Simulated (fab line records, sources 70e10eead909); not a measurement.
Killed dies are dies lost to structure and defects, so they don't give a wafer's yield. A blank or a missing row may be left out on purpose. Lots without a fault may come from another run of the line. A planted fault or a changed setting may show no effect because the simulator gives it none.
A struck lot beside a sound one | flow nand_harc | 15 steps out of a route of 1302
Sound: wafers L825.1, L825.3, L825.4. Struck: wafer L836.4. (L836.1, L836.6 of the same lot were not struck and are left out.) The cause comes at the end.
At each step with rows: each side's tool, then ch and its chambers, then its first start. Under that, the readings that differ: sound wafers | struck wafers | difference of the means | sigmas: that difference in standard deviations of wafers without a fault.
alike: readings whose means differ by less than 2 such deviations, and words and numbers that are the same on both sides. not compared: withheld readings, readings that some wafer has no value for, bounds like >300 that may hide the same value, and numbers for which the record gives no deviation and whose values overlap.
The two part at a step that has a row with sigmas, a row that says differs or no value, or rows on one side only. Numbers that don't overlap but have no deviation are shown without sigmas and don't part them. A reading that every wafer of one side lacks parts them only if that side has two wafers or more.

first, 7 steps without rows for these wafers: NHARC_P_BONDPAD_COAT_36 (time 65 s); NHARC_P_BONDPAD_COAT_03 (resist thk 600 nm); NHARC_P_BONDPAD_SOFTBAKE_04 (time 70 s); NHARC_P_BONDPAD_EBR_05; NHARC_P_BONDPAD_EXPOSE_06 (exposes mask P BPAD); NHARC_P_BONDPAD_PEB_07 (peb time 80 s); NHARC_P_BONDPAD_DEVELOP_08 (time 50 s).
NHARC_P_BONDPAD_CD_MEAS_09: target cd 500 nm.
  sound on cd_sem-01 ch 0, day 6 23:28; struck on cd_sem-03 ch 0, day 11 12:28
  reading    | sound             | struck | difference | sigmas
  cd_nm (nm) | 499.3 501.9 499.4 | 504.4  | +4.2       | +2
NHARC_P_BONDPAD_OVL_MEAS_38:
  sound on overlay-01, day 6 23:33; struck on overlay-02, day 11 12:33
  alike: overlay_x_nm, overlay_y_nm
then, 1 step without rows for these wafers: NHARC_P_BONDPAD_HARDBAKE_10 (time 65 s).
NHARC_P_BONDPAD_DESCUM_11: chemistry O2, time 3 s.
  sound on rie_diel-01 ch 0,2,3, day 6 23:41; struck on rie_diel-12 ch 2, day 11 12:40
  reading                | sound       | struck | difference | sigmas
  rf_hours_counter_h (h) | 6.2 5.9 4.4 | 3.6    | -1.9       |
  alike: chamber_pressure_mTorr, drypump_motor_current_A, oes_product_au, rf_vpp_V, showerhead_plenum_p_Torr, throttle_valve_pct
NHARC_P_BONDPAD_ETCH_37: etches the open film in N2/H2, target depth 60 nm, overetch 18 nm, time 65.91 s.
  sound on rie_diel-01 ch 0,2,3, day 6 23:46; struck on rie_diel-12 ch 3, day 11 12:46
  reading                | sound          | struck | difference | sigmas
  rf_hours_counter_h (h) | 4.5 5.9 6.2    | 3.7    | -1.8       |
  run_length_s (s)       | 87.6 87.6 88.0 | 86.5   | -1.2       | -3
  alike: chamber_pressure_mTorr, drypump_motor_current_A, n2_flow_sccm, oes_product_au, rf_fwd_power_W, rf_vpp_V, showerhead_plenum_p_Torr, throttle_valve_pct
NHARC_P_BONDPAD_ETCH_12: etches the open film in CHF3/O2, target depth 200 nm, time 100 s.
  sound on rie_diel-01 ch 0,1,2, day 6 23:51; struck on rie_diel-12 ch 0, day 11 12:51
  reading                | sound             | struck | difference | sigmas
  rf_hours_counter_h (h) | 5.7 4.5 5.9       | 3.6    | -1.8       |
  run_length_s (s)       | 120.6 122.0 121.8 | 109.1  | -12.4      | -29
  alike: chamber_pressure_mTorr, drypump_motor_current_A, oes_product_au, rf_vpp_V, showerhead_plenum_p_Torr, throttle_valve_pct
  not compared: rf_fwd_power_W
NHARC_P_BONDPAD_CD_MEAS_13:
  sound on cd_sem-03, day 6 23:59; struck on cd_sem-01, day 11 12:59
  reading    | sound             | struck | difference | sigmas
  cd_nm (nm) | 498.3 500.8 497.1 | 503.3  | +4.6       | +3
-- the record jumps here: 18 days lie between the struck wafers' starts before and after (it left off in module P_BONDPAD and takes up again in module END, whose first step shown is number 1302 of the route) --
NHARC_END_SORT_01:
  sound on prober-02 ch 0, day 24 03:25; struck on prober-01 ch 0, day 29 16:15
  reading                  | sound    | struck | difference | sigmas
  defect_limited_yield (%) | 89 91 89 | 2      | -88        | -29
  killed_at_periphery      | 2 0 3    | 593    | +591       | +99 or more
  killed_dies              | 72 62 74 | 663    | +594       | +28
  alike: killed_at_array, killed_at_other, killed_open, killed_short

WHERE THEY PART
First at NHARC_P_BONDPAD_CD_MEAS_09; last, within this record, at NHARC_END_SORT_01.

WHY: what the simulator had put in
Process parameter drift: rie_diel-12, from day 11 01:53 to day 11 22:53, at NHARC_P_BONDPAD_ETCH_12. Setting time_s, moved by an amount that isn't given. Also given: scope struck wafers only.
